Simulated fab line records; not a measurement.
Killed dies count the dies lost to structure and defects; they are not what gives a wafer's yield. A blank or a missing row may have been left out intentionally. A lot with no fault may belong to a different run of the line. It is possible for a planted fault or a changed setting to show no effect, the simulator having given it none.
Chamber matching    flow n5 finfet    N5_DUMMY_GATE_ETCH_44 on rie si-04 has 4 sister chambers
The step etches poly-Si in HBr/O2, stops on SiO2, target depth 127.5 nm. 4 wafers are shown with their chamber, then 7 later ones without.

WAFERS PAIRED WITH THEIR CHAMBERS
wafer   chamber  throttle valve pct (%)
L084.2  0        18.39
L084.5  3        18.28
L087.1  2        18.71
L087.3  1        18.45

WAFERS WHOSE CHAMBER IS MISSING
wafer   throttle valve pct (%)
L087.6  18.44
L093.1  18.40
L093.2  18.71
L093.4  18.26
L095.3  18.39
L095.5  18.41
L095.6  18.28

WHICH CHAMBER EACH WENT THROUGH
wafer   from the rows above      in truth
L087.6  1                        1
L093.1  0                        0
L093.2  2                        2
L093.4  3                        3
L095.3  0                        0
L095.5  can't be placed: 0 or 1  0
L095.6  3                        3
Correctly placed: 6 of 7. Can't be placed from these rows: 1 (the true chamber is among the candidates in 1). Wrongly placed: 0.
How it was worked out, from the rows above alone: a wafer's distance from a chamber is the root of the sum, over the readings, of the square of ((its reading less the chamber's mean) divided by the reading's scatter). If the next closest chamber is less than 2 further off than the closest, the wafer can't be placed; otherwise it belongs to the closest. A chamber's mean is the mean of its shown wafers. The scatter: with one shown wafer a chamber, the root of the mean of the squares of how far each hidden wafer lies from its nearest shown one.
